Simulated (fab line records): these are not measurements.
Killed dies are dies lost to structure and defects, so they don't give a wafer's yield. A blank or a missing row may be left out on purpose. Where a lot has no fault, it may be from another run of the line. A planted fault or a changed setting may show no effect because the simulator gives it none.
Which tool was responsible? -- flow nand harc -- 13 lots with 39 wafers sampled at 4 steps, on a route of 1302 steps

## WHAT THE GAUGES SHOWED, per wafer
NHARC_END_SORT_01. Usual: defect limited yield 91 % (standard deviation 3); killed at array 56 (standard deviation 20); killed at other 1 (standard deviation 1.3); killed at periphery 3.5 (standard deviation 2.7); killed dies 60 (standard deviation 20); killed open 3.3 (standard deviation 1.6); killed short 2.4 (standard deviation 1.5).
lot,measured,on,defect limited yield (%),killed at array,killed at other,killed at periphery,killed dies,killed open,killed short,flag
L783,day 24 11:40,prober-02,87 89 90,76 74 62,1 1 0,9 2 7,86 77 69,3 3 4,4 4 3,
L787,day 26 10:28,prober-02,95 91 91,35 61 57,0 0 1,1 3 1,36 64 59,5 5 3,2 3 2,
L791,day 28 00:50,prober-02,91 91 92,53 61 50,1 0 0,4 3 1,58 64 51,1 4 1,3 4 3,
L792,day 28 07:16,prober-02,92 90 84,52 58 42,2 5 0,1 6 69,55 69 111,6 5 4,2 2 2,OFF
L793,day 28 07:12,prober-01,90 94 81,67 40 62,0 0 0,1 1 68,68 41 130,2 1 4,3 3 4,OFF
L794,day 29 06:25,prober-02,92 90 92,48 65 45,2 0 1,3 1 5,53 66 51,3 3 6,2 2 6,
L799,day 31 01:58,prober-01,92 93 92,53 44 45,1 0 2,1 1 4,55 45 51,3 2 2,2 5 3,
L800,day 31 10:31,prober-02,96 95 95,26 31 27,0 0 0,1 2 4,27 33 31,2 3 4,1 5 2,
L801,day 32 04:40,prober-01,88 88 88,75 73 80,2 4 1,6 4 0,83 81 81,4 0 3,2 1 2,
L802,day 32 04:37,prober-02,93 93 94,41 37 32,1 2 0,5 6 8,47 45 40,4 3 2,3 3 0,
L803,day 33 04:06,prober-02,92 94 94,48 37 38,4 1 0,1 2 2,53 40 40,4 2 3,2 0 5,
L804,day 33 04:02,prober-01,92 91 92,50 56 55,0 2 0,1 2 2,51 60 57,3 8 4,0 3 3,
L805,day 33 13:04,prober-01,98 97 97,12 15 16,1 2 3,1 2 2,14 19 21,3 5 4,1 2 3,

## WHICH TOOL RAN EACH LOT (tool, then ch and the chambers of the sampled wafers, then the start)
lot,NHARC_P_BONDPAD_ETCH_37,NHARC_THIN_TSV_PVD_19,NHARC_THIN_TSV_PVD_51
L783,"rie diel-11 ch 2,3, day 7 00:24","pvd sputter-02, day 24 11:40 or earlier","pvd sputter-02, day 24 11:40 or earlier"
L787,"rie diel-11 ch 0,3, day 8 16:25","pvd sputter-02, day 26 10:28 or earlier","pvd sputter-02, day 26 10:28 or earlier"
L791,"rie diel-11 ch 0,3, day 10 09:37","pvd sputter-03, day 28 00:50 or earlier","pvd sputter-03, day 28 00:50 or earlier"
L792,"rie diel-06 ch 1,2, day 11 00:56","pvd sputter-03, day 28 07:16 or earlier","pvd sputter-03, day 28 07:16 or earlier"
L793,"rie diel-06 ch 1,2,3, day 11 02:00","pvd sputter-03, day 28 07:12 or earlier","pvd sputter-03, day 28 07:12 or earlier"
L794,"rie diel-02 ch 0,3, day 11 11:53","pvd sputter-03, day 29 06:25 or earlier","pvd sputter-03, day 29 06:25 or earlier"
L799,"rie diel-06 ch 0,2,3, day 13 14:46","pvd sputter-02, day 31 01:58 or earlier","pvd sputter-02, day 31 01:58 or earlier"
L800,"rie diel-11 ch 2,3, day 13 23:44","pvd sputter-02, day 31 10:31 or earlier","pvd sputter-02, day 31 10:31 or earlier"
L801,"rie diel-11 ch 0,2,3, day 14 16:36","pvd sputter-03, day 32 04:40 or earlier","pvd sputter-03, day 32 04:40 or earlier"
L802,"rie diel-06 ch 0,1, day 14 22:24","pvd sputter-02, day 32 04:37 or earlier","pvd sputter-02, day 32 04:37 or earlier"
L803,"rie diel-06 ch 0,2,3, day 15 09:24","pvd sputter-02, day 33 04:06 or earlier","pvd sputter-02, day 33 04:06 or earlier"
L804,"rie diel-02 ch 1,2,3, day 15 21:40","pvd sputter-03, day 33 04:02 or earlier","pvd sputter-03, day 33 04:02 or earlier"
L805,"rie diel-02 ch 1,3, day 16 05:01","pvd sputter-03, day 33 13:04 or earlier","pvd sputter-03, day 33 13:04 or earlier"
- NHARC_P_BONDPAD_ETCH_37: etches the open film in N2/H2, target depth 60 nm, overetch 18 nm, time 65.91 s.
- NHARC_THIN_TSV_PVD_19: deposits TaN, target thk 20 nm.
- NHARC_THIN_TSV_PVD_51: deposits Cu, target thk 100 nm.

## AS READ BY THE TOOLS THEMSELVES (means over the sampled wafers that have a number; for cases with no such wafer, the mark the record gives instead)
NHARC_P_BONDPAD_ETCH_37. Usual: bias w 150.0 W, standard deviation 0.44; chamber pressure mTorr 29.998 mTorr, standard deviation 0.029; drypump motor current A 5.5 A, standard deviation 0.53; mfc ar sccm 0.003 sccm, standard deviation 0.0069; oes product au 1.002 a.u., standard deviation 0.0068; rf fwd power W 396.0 W, standard deviation 1.8; rf vpp V 430.3 V, standard deviation 2.5; showerhead plenum p Torr 2.03 Torr, standard deviation 0.087; throttle valve pct 14.170 %, standard deviation 0.0098.
lot,tool,bias w (W),chamber pressure mTorr (mTorr),drypump motor current A (A),mfc ar sccm (sccm),oes product au (a.u.),rf fwd power W (W),rf vpp V (V),showerhead plenum p Torr (Torr),throttle valve pct (%),flag
L783,rie diel-11,149.6,29.952,6.0,0.000,0.999,396.4,430.4,2.02,14.169,
L787,rie diel-11,150.6,29.987,5.7,0.000,0.999,394.5,427.9,1.94,14.174,
L791,rie diel-11,150.3,29.983,5.8,0.000,1.007,395.1,427.7,1.94,14.169,
L792,rie diel-06,149.9,29.999,5.8,0.000,1.011,394.1,429.4,2.02,14.165,
L793,rie diel-06,150.1,30.009,5.4,0.000,1.007,396.3,429.5,2.01,14.162,
L794,rie diel-02,150.3,30.000,5.7,0.027,1.001,397.0,432.2,2.06,14.169,OFF
L799,rie diel-06,149.9,29.996,5.4,0.000,1.004,397.4,430.1,2.04,14.173,
L800,rie diel-11,149.7,30.005,6.0,0.000,1.008,396.1,429.7,2.02,14.173,
L801,rie diel-11,150.0,30.007,5.7,0.000,1.006,394.3,427.9,1.98,14.167,
L802,rie diel-06,150.0,30.011,6.1,0.000,0.990,395.4,432.6,2.14,14.177,
L803,rie diel-06,149.6,30.001,5.4,0.000,1.001,396.8,431.0,2.04,14.162,
L804,rie diel-02,150.4,30.005,5.5,0.015,0.997,398.3,430.8,2.05,14.158,
L805,rie diel-02,150.3,30.012,5.2,0.012,0.997,397.3,433.3,2.13,14.174,

NHARC_THIN_TSV_PVD_19. Usual: throttle valve pct 29.8 %, standard deviation 1.1.
lot,tool,throttle valve pct (%),flag
L783,pvd sputter-02,29.3,
L787,pvd sputter-02,29.3,
L791,pvd sputter-03,30.1,
L792,pvd sputter-03,29.7,
L793,pvd sputter-03,30.0,
L794,pvd sputter-03,29.8,
L799,pvd sputter-02,30.6,
L800,pvd sputter-02,30.3,
L801,pvd sputter-03,29.6,
L802,pvd sputter-02,30.6,
L803,pvd sputter-02,29.3,
L804,pvd sputter-03,29.3,
L805,pvd sputter-03,29.9,

NHARC_THIN_TSV_PVD_51. Usual: throttle valve pct 29.9 %, standard deviation 1.1.
lot,tool,throttle valve pct (%),flag
L783,pvd sputter-02,28.6,
L787,pvd sputter-02,29.8,
L791,pvd sputter-03,29.6,
L792,pvd sputter-03,29.8,
L793,pvd sputter-03,29.9,
L794,pvd sputter-03,29.4,
L799,pvd sputter-02,29.6,
L800,pvd sputter-02,29.7,
L801,pvd sputter-03,29.2,
L802,pvd sputter-02,29.3,
L803,pvd sputter-02,30.3,
L804,pvd sputter-03,30.2,
L805,pvd sputter-03,30.7,

## THE ANSWER, worked out from the rows above alone
Rule: a lot is off if the mean of its wafers that have a number lies more than 3 standard deviations from the usual mean. A lot without any number at a reading at which 4 lots or more have one is off too. The other lots that the step has rows for count as sound. After the gauges, taken in route order, come the tools' own readings; for these a lot's mean is taken, as printed above. At the first step where some lot is off, the reading lying furthest off is the one used; lots without a number count as furthest.
Off, at NHARC_END_SORT_01 on killed at periphery: L792, L793.
If a tool, at a process step before that reading, ran all the lots that are off and no sound lot after the first of them, it fits. Gauges at NHARC_END_SORT_01: tried the same way as those tools. NHARC_THIN_TSV_PVD_19: start missing for some lots; hours and lot order therefore follow NHARC_END_SORT_01. NHARC_THIN_TSV_PVD_51: start missing for some lots; hours and lot order therefore follow NHARC_END_SORT_01. Of those tried, none fits.

## WHAT HAD BEEN PUT IN BY THE SIMULATOR
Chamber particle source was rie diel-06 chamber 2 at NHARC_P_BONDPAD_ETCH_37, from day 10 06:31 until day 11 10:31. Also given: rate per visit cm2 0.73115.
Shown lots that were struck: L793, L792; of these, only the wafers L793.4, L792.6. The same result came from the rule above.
